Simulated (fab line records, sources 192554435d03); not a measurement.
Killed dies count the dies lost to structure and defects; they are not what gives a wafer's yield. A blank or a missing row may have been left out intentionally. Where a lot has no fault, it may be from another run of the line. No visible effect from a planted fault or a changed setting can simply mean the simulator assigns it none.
Lot-split experiment / flow n5Finfet / 7 lots, 21 wafers read, on a route of 1938 steps

ON THE SPLIT
At N5_BEOL_M4_ILD_DEP_00 (deposits SiOC from DEMS/O2, target thk 79 nm, time 15.3 s), the setting timeS was moved away from the recipe's 15.3 s on 9 of the 21 wafers read, by -6.7% to +13.5%. For the rest of the wafers, this setting stayed at what the recipe calls for.

No step appears in the file between the split and the reading.

THE READING
M4_ILD_THK, in nm, at N5_BEOL_M4_THK_MEAS_01. Fault-free wafers of this fab line usually give 79.2 nm, standard deviation 1 nm.

wafer=L077.1; tool, chamber at the split=pecvd-04, 0; timeS as run, s=16.29; against the recipe=+6.5%; M4_ILD_THK, nm=83.2; against lot-mates on the recipe=+4.8
wafer=L077.4; tool, chamber at the split=pecvd-04, 1; timeS as run, s=15.3; against the recipe=recipe; M4_ILD_THK, nm=78.4; against lot-mates on the recipe=-
wafer=L077.6; tool, chamber at the split=pecvd-04, 2; timeS as run, s=16.29; against the recipe=+6.5%; M4_ILD_THK, nm=84.7; against lot-mates on the recipe=+6.3
wafer=L080.2; tool, chamber at the split=pecvd-03, 1; timeS as run, s=17.34; against the recipe=+13.3%; M4_ILD_THK, nm=88.6; against lot-mates on the recipe=+8.7
wafer=L080.5; tool, chamber at the split=pecvd-03, 0; timeS as run, s=15.3; against the recipe=recipe; M4_ILD_THK, nm=79.9; against lot-mates on the recipe=-
wafer=L080.6; tool, chamber at the split=pecvd-03, 1; timeS as run, s=17.34; against the recipe=+13.3%; M4_ILD_THK, nm=89.5; against lot-mates on the recipe=+9.6
wafer=L082.4; tool, chamber at the split=pecvd-04, 1; timeS as run, s=17.36; against the recipe=+13.5%; M4_ILD_THK, nm=88.8; against lot-mates on the recipe=+10.3
wafer=L082.5; tool, chamber at the split=pecvd-04, 2; timeS as run, s=15.3; against the recipe=recipe; M4_ILD_THK, nm=78.5; against lot-mates on the recipe=-
wafer=L082.6; tool, chamber at the split=pecvd-04, 0; timeS as run, s=17.36; against the recipe=+13.5%; M4_ILD_THK, nm=89.3; against lot-mates on the recipe=+10.8
wafer=L090.3; tool, chamber at the split=pecvd-03, 0; timeS as run, s=14.35; against the recipe=-6.2%; M4_ILD_THK, nm=73.4; against lot-mates on the recipe=-6.3
wafer=L090.5; tool, chamber at the split=pecvd-03, 1; timeS as run, s=15.3; against the recipe=recipe; M4_ILD_THK, nm=79.7; against lot-mates on the recipe=-
wafer=L090.6; tool, chamber at the split=pecvd-03, 2; timeS as run, s=14.35; against the recipe=-6.2%; M4_ILD_THK, nm=74.3; against lot-mates on the recipe=-5.4
wafer=L092.1; tool, chamber at the split=pecvd-01, 1; timeS as run, s=15.3; against the recipe=recipe; M4_ILD_THK, nm=79.6; against lot-mates on the recipe=-
wafer=L092.4; tool, chamber at the split=pecvd-01, 0; timeS as run, s=14.27; against the recipe=-6.7%; M4_ILD_THK, nm=75.3; against lot-mates on the recipe=-4.9
wafer=L092.5; tool, chamber at the split=pecvd-01, 2; timeS as run, s=15.3; against the recipe=recipe; M4_ILD_THK, nm=80.7; against lot-mates on the recipe=-
wafer=L089.2; tool, chamber at the split=pecvd-04, 0; timeS as run, s=15.3; against the recipe=recipe; M4_ILD_THK, nm=78.2; against lot-mates on the recipe=-
wafer=L089.3; tool, chamber at the split=pecvd-04, 2; timeS as run, s=15.3; against the recipe=recipe; M4_ILD_THK, nm=77.9; against lot-mates on the recipe=-
wafer=L089.5; tool, chamber at the split=pecvd-04, 2; timeS as run, s=15.3; against the recipe=recipe; M4_ILD_THK, nm=78.8; against lot-mates on the recipe=-
wafer=L096.3; tool, chamber at the split=pecvd-01, 0; timeS as run, s=15.3; against the recipe=recipe; M4_ILD_THK, nm=78.8; against lot-mates on the recipe=-
wafer=L096.5; tool, chamber at the split=pecvd-01, 1; timeS as run, s=15.3; against the recipe=recipe; M4_ILD_THK, nm=80.3; against lot-mates on the recipe=-
wafer=L096.6; tool, chamber at the split=pecvd-01, 0; timeS as run, s=15.3; against the recipe=recipe; M4_ILD_THK, nm=81.4; against lot-mates on the recipe=-

THE FIT
A straight line over all 21 wafers: M4_ILD_THK changes by +0.735 nm for each +1% of timeS; r = +0.98; the points scatter about the line by 0.96 nm.
The same after taking each lot's own level away (the mean of its wafers on the recipe; 21 wafers): +0.769 nm for each +1%; r = +0.99; scatter 0.79 nm.
That fit puts the effect of the largest move of timeS on the reading at 10 nm.
Across the lots, their own levels run from 78.30 to 80.17 nm, a range of 1.9 times the standard deviation given above.
Consequently the slope shifts little with the lot-to-lot level, the two slopes agreeing.
Check: +10.2 nm against its lot-mates is what the line predicts for one of the wafers moved furthest among these (+13.5%) when that wafer is left out of the fit. It came out at +10.3 nm against them.

OTHER SPLITS APPLIED TO THESE WAFERS
These wafers also went through other splits before the reading. Each is held against what the fit with the lots' levels taken away leaves over:
other split on the same wafers=N5_GATE_CUT_CUT_ETCH_54 icpW; wafers away from the commonest value=8; r with M4_ILD_THK (lot level and that fit taken away)=-0.26
other split on the same wafers=N5_MOL_CONTACT_COAG_ETCHBACK_135 timeS; wafers away from the commonest value=7; r with M4_ILD_THK (lot level and that fit taken away)=-0.08
other split on the same wafers=N5_BEOL_M0_SAQP_COAT_08 spinRpm; wafers away from the commonest value=7; r with M4_ILD_THK (lot level and that fit taken away)=-0.41
other split on the same wafers=N5_BEOL_M0_SAQP_DESCUM_45 timeS; wafers away from the commonest value=6; r with M4_ILD_THK (lot level and that fit taken away)=+0.18
other split on the same wafers=N5_BEOL_M1_COAT_05 spinRpm; wafers away from the commonest value=8; r with M4_ILD_THK (lot level and that fit taken away)=+0.13
other split on the same wafers=N5_BEOL_M1_EXPOSE_25 doseMj; wafers away from the commonest value=10; r with M4_ILD_THK (lot level and that fit taken away)=-0.29
other split on the same wafers=N5_BEOL_M1_ETCH_70 biasW; wafers away from the commonest value=5; r with M4_ILD_THK (lot level and that fit taken away)=-0.35
other split on the same wafers=N5_BEOL_M2_EXPOSE_25 doseMj; wafers away from the commonest value=6; r with M4_ILD_THK (lot level and that fit taken away)=-0.21
other split on the same wafers=N5_BEOL_M3_COAT_76 spinRpm; wafers away from the commonest value=5; r with M4_ILD_THK (lot level and that fit taken away)=+0.21

THE WHOLE CHAIN: every reading that the file lists as answering this split, in the file's order
step=N5_BEOL_M4_ILD_DEP_00; what it does=deposits SiOC from DEMS/O2, target thk 79 nm, time 15.3 s; reading=SiOC_of_BEOL_M4_ILD_DEP_00.thkNm (the simulator's own value, which no gauge read); change (the file's fit)=+0.753 nm for each +1% of the setting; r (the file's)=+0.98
step=N5_BEOL_M4_THK_MEAS_01; what it does=; reading=M4_ILD_THK; change (the file's fit)=+0.76 for each +1% of the setting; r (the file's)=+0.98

FILE'S OWN FIT
M4_ILD_THK changes by +0.76 nm for each +1% of timeS, r = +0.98.
